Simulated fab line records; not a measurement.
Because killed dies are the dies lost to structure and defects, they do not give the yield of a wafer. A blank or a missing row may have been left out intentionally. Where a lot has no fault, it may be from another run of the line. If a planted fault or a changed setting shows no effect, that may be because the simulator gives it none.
Code-filled problem report in 8D (eight disciplines) form -- flow nand-harc -- the parts of the form that need people (team, actions taken, sign-off) are left out

## 1. WHAT IS WRONG
NHARC_END_SORT_01, killed-dies: mean 572 on 2 wafers (1 lot); fault-free wafers 31, standard deviation 12. Measured from the usual mean, that is +45 standard deviations.
Seen first at day 25 05:26 on prober-02, wafer L293.4. The record holds 3 wafers of 1 lot with a number at this step. Rule for "out", or "out of limits": more than 4 standard deviations from the usual mean. The other wafers with a number count as sound.

## 2. WHAT IT IS AND WHAT IT IS NOT
question,is,is not
which readings at this step,"killed-dies, killed-at-array","killed-at-other, killed-at-periphery, killed-open, killed-short"
which lots,L293,-
which wafers of those lots,"L293.4, L293.6",L293.3
read on which gauges,prober-02,-
when,from day 25 05:26,up to then (1 sound wafer)

## 3. WHAT RULES OUT EACH SUSPECT
Counting: a tool at a process step up to the reading stays a suspect if it ran every lot that is out. Sound lots after the first of them don't rule it out here, since some wafers of a struck lot are sound.
- the gauge at NHARC_END_SORT_01: ruled out. All the wafers that are out were read on prober-02, but those of them that NHARC_A_STAIRCASE_ETCH_17 has rows for are out there too, on other tools.
- rie-diel-12 at NHARC_A_STAIRCASE_ETCH_15 (etches the open film in C4F8/O2, target depth 100 nm, time 40.5 s): kept. It ran the lot that is out, L293 (day 14 04:33). NHARC_A_STAIRCASE_ETCH_15 gives no start for some lots, so the hours and the order of its lots are those of NHARC_A_STAIRCASE_ETCH_17.
- rie-diel-12 at NHARC_A_STAIRCASE_ETCH_17 (etches the open film in C4F8/O2, target depth 100 nm, time 40.5 s): kept. It ran the lot that is out, L293 (day 14 04:33). Out on those wafers are its own readings of run-length-s.
- rie-diel-12 at NHARC_A_STAIRCASE_ETCH_19 (etches the open film in C4F8/O2, target depth 100 nm, time 40.5 s): kept. It ran the lot that is out, L293 (day 25 04:38). NHARC_A_STAIRCASE_ETCH_19 gives no start for some lots, so the hours and the order of its lots are those of NHARC_END_SORT_01.
- rie-diel-12 at NHARC_A_STAIRCASE_ETCH_25 (etches the open film in C4F8/O2, target depth 100 nm, time 40.5 s): kept. It ran the lot that is out, L293 (day 25 04:38). NHARC_A_STAIRCASE_ETCH_25 gives no start for some lots, so the hours and the order of its lots are those of NHARC_END_SORT_01.
- Within rie-diel-12 at NHARC_A_STAIRCASE_ETCH_17, the wafers that are out were processed in chamber 2 and their sound lot-mates in chamber 0.
- Within rie-diel-12 at NHARC_A_STAIRCASE_ETCH_19, the wafers that are out were processed in chamber 0 and their sound lot-mates in chamber 3.
- Within rie-diel-12 at NHARC_A_STAIRCASE_ETCH_25: the wafers that are out ran in chambers 0, 1; their sound lot-mates ran in chamber 3.
Left after counting: rie-diel-12 at NHARC_A_STAIRCASE_ETCH_15, rie-diel-12 at NHARC_A_STAIRCASE_ETCH_17, rie-diel-12 at NHARC_A_STAIRCASE_ETCH_19, rie-diel-12 at NHARC_A_STAIRCASE_ETCH_25.

## 4. THE CAUSE (what the simulator had put in)
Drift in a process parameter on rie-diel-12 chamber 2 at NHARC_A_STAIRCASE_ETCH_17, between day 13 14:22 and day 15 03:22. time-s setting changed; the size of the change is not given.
This tool is one of the 4 suspects left after counting.

## 5. SEQUENCE OF EFFECTS, ordered by route
Each row: a reading where the mean over the struck wafers with a number is more than 3 standard deviations away from the usual. Only readings for which the record gives a usual standard deviation are gone through. hours: the time from each lot's start at the first step in this table that gives one to its start at this step, as a median over the lots. sigmas: the change in usual standard deviations.
hours,step,reading,usual,on struck wafers,change,sigmas
0,NHARC_A_STAIRCASE_ETCH_17,run-length-s,61.4 s,50.5,-10.9,-25
265,NHARC_END_SORT_01,killed-at-array,27,566,+538,+45
265,NHARC_END_SORT_01,killed-dies,31,572,+541,+45
It contains these process steps:
- NHARC_A_STAIRCASE_ETCH_17: etches the open film in C4F8/O2, target depth 100 nm, time 40.5 s.

## 6. HOW IT WOULD HAVE BEEN CAUGHT EARLIER
279 hours passed between the start of the fault at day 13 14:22 and the first reading out of limits at a measuring or inspecting step in this record, taken at day 25 05:26.
At NHARC_A_STAIRCASE_ETCH_17, the tool's own readings (run-length-s) were out on each struck wafer the step has a row for, so an alarm limit on them would have fired on the first such wafer.
By day 25 05:26 the whole set of lots that are out, 1 in number, had already begun NHARC_A_STAIRCASE_ETCH_17 on rie-diel-12. Tool hold at that time: it would have spared none of them.
